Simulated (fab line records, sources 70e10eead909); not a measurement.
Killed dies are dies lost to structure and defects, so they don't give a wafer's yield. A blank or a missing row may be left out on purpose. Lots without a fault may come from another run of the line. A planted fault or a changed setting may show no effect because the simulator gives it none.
Which tool did it? | flow nand_harc | 14 lots, 42 wafers sampled, at 5 steps of a route of 1302

WHAT THE GAUGES READ, wafer by wafer
NHARC_THIN_TSV_CD_MEAS_12: target cd 1000 nm.
lot  | measured     | on        | cd_nm (nm)
L870 | day 24 10:08 | cd_sem-03 | 1004.1 1004.4 1006.4
L869 | day 24 16:07 | cd_sem-03 | 1002.1 1003.5 1001.2
L871 | day 25 11:19 | cd_sem-01 | 998.8 1000.2 1000.9
L873 | day 25 16:55 | cd_sem-03 | 1004.0 1001.2 998.7
L876 | day 26 07:57 | cd_sem-03 | 1005.0 1004.0 1007.8
L875 | day 26 09:17 | cd_sem-03 | 998.7 1000.0 1000.9
L878 | day 28 04:48 | cd_sem-01 | 998.0 998.8 1002.1
L883 | day 29 21:51 | cd_sem-03 | 1001.0 1002.8 1004.3
L884 | day 31 13:03 | cd_sem-02 | 1003.2
L885 | day 32 02:35 | cd_sem-03 | 999.6
L886 | day 32 03:38 | cd_sem-03 | 1002.2 1002.8 1003.6
L887 | day 32 11:48 | cd_sem-01 | 1000.3 1003.7 998.7
L888 | day 32 13:05 | cd_sem-01 | 1004.8 1004.6 1000.2
L891 | day 33 02:52 | cd_sem-02 | 1001.4 1006.4 1004.7

NHARC_END_SORT_01.
lot  | measured     | on        | killed_at_array | killed_at_other | killed_at_periphery | killed_dies | killed_open | killed_short
L884 | day 32 06:49 | prober-02 | 70 671 671      | 0 1 0           | 3 5 6               | 73 677 677  | 3 4 0       | 0 3 5
L885 | day 32 17:28 | prober-01 | 672 56 672      | 1 0 0           | 4 3 5               | 677 59 677  | 5 4 4       | 1 5 1

WHICH TOOL RAN EACH LOT (tool, then ch and the chambers of the sampled wafers, then the start)
lot  | NHARC_A_SLIT_DEP_00           | NHARC_A_BONDPAD_PVD_27                  | NHARC_THIN_TSV_PVD_19
L870 | acl_dep-03 ch 0, day 20 07:19 | pvd_sputter-02, day 24 10:08 or earlier | pvd_sputter-02, no start
L869 | acl_dep-01 ch 0, day 20 07:31 | pvd_sputter-03, day 24 16:07 or earlier | pvd_sputter-01, no start
L871 | acl_dep-02 ch 0, day 21 07:35 | pvd_sputter-02, day 25 11:19 or earlier | pvd_sputter-02, no start
L873 | acl_dep-01 ch 0, day 21 10:11 | pvd_sputter-02, day 25 16:55 or earlier | pvd_sputter-01, no start
L876 | acl_dep-03 ch 0, day 21 23:41 | pvd_sputter-03, day 26 07:57 or earlier | pvd_sputter-01, no start
L875 | acl_dep-01 ch 0, day 22 02:02 | pvd_sputter-02, day 26 09:17 or earlier | pvd_sputter-03, no start
L878 | acl_dep-03 ch 0, day 24 04:37 | pvd_sputter-03, day 28 04:48 or earlier | pvd_sputter-02, no start
L883 | acl_dep-02 ch 0, day 25 23:12 | pvd_sputter-01, day 29 21:51 or earlier | pvd_sputter-02, no start
L884 | acl_dep-01 ch 0, day 27 07:07 | pvd_sputter-01, day 31 13:03 or earlier | pvd_sputter-03, day 32 06:49 or earlier
L885 | acl_dep-01 ch 0, day 27 15:28 | pvd_sputter-02, day 32 02:35 or earlier | pvd_sputter-01, day 32 17:28 or earlier
L886 | acl_dep-02 ch 0, day 27 18:12 | pvd_sputter-03, day 32 03:38 or earlier | pvd_sputter-03, no start
L887 | acl_dep-02 ch 0, day 27 22:31 | pvd_sputter-01, day 32 11:48 or earlier | pvd_sputter-02, no start
L888 | acl_dep-03 ch 0, day 27 22:45 | pvd_sputter-02, day 32 13:05 or earlier | pvd_sputter-03, no start
L891 | acl_dep-02 ch 0, day 28 20:38 | pvd_sputter-01, day 33 02:52 or earlier | pvd_sputter-02, no start
- NHARC_A_SLIT_DEP_00: deposits aC, target thk 6200 nm.
- NHARC_A_BONDPAD_PVD_27: deposits Cu, target thk 30 nm, time 20.49 s.
- NHARC_THIN_TSV_PVD_19: deposits TaN, target thk 20 nm.

WHAT THE TOOLS THEMSELVES READ (means of the sampled wafers that have a number; where no wafer has one, the mark that the record gives instead)
NHARC_A_SLIT_DEP_00.
lot  | tool       | throttle_valve_pct (%)
L870 | acl_dep-03 | 35.007
L869 | acl_dep-01 | 35.001
L871 | acl_dep-02 | 34.994
L873 | acl_dep-01 | 35.005
L876 | acl_dep-03 | 34.999
L875 | acl_dep-01 | 34.999
L878 | acl_dep-03 | 35.000
L883 | acl_dep-02 | 35.001
L884 | acl_dep-01 | 34.997
L885 | acl_dep-01 | 35.002
L886 | acl_dep-02 | 34.989
L887 | acl_dep-02 | 35.004
L888 | acl_dep-03 | 34.991
L891 | acl_dep-02 | 34.992

NHARC_A_BONDPAD_PVD_27.
lot  | tool           | throttle_valve_pct (%)
L870 | pvd_sputter-02 | 28.7
L869 | pvd_sputter-03 | 29.3
L871 | pvd_sputter-02 | 29.1
L873 | pvd_sputter-02 | 29.2
L876 | pvd_sputter-03 | 29.1
L875 | pvd_sputter-02 | 28.6
L878 | pvd_sputter-03 | 29.2
L883 | pvd_sputter-01 | 31.4
L884 | pvd_sputter-01 | 31.8
L885 | pvd_sputter-02 | 28.2
L886 | pvd_sputter-03 | 30.0
L887 | pvd_sputter-01 | 30.6
L888 | pvd_sputter-02 | 28.7
L891 | pvd_sputter-01 | 30.9

NHARC_THIN_TSV_PVD_19.
lot  | tool           | throttle_valve_pct (%)
L870 | pvd_sputter-02 | 29.0
L869 | pvd_sputter-01 | 31.0
L871 | pvd_sputter-02 | 28.6
L873 | pvd_sputter-01 | 31.3
L876 | pvd_sputter-01 | 30.8
L875 | pvd_sputter-03 | 29.4
L878 | pvd_sputter-02 | 29.3
L883 | pvd_sputter-02 | 29.6
L884 | pvd_sputter-03 | 30.4
L885 | pvd_sputter-01 | 31.7
L886 | pvd_sputter-03 | 29.6
L887 | pvd_sputter-02 | 29.1
L888 | pvd_sputter-03 | 29.9
L891 | pvd_sputter-02 | 29.1

THE ANSWER, worked out from the rows above alone
Rule: what is usual is taken from the lots themselves. Put in order of their means at a reading, lots are off if they are a third of the lots or fewer, leave a main group of 4 or more, and stand apart from it by a gap of 3 or more times the standard deviation of the main group's means; of several such gaps the widest counts. A main group whose means are all the same, to the digits that the tables above print for the reading, isn't used. A lot without any number at a reading at which 4 lots or more have one is off too. The other lots that the step has rows for count as sound. The gauges are gone through in route order, then the tools' own readings, and for those a lot's mean is taken as printed above. The first step at which some lot is off is used, and at that step the reading that is off furthest; a lot without a number counts as furthest.
No lot is off at any reading shown: from this, nothing can be told.

WHAT THE SIMULATOR HAD PUT IN
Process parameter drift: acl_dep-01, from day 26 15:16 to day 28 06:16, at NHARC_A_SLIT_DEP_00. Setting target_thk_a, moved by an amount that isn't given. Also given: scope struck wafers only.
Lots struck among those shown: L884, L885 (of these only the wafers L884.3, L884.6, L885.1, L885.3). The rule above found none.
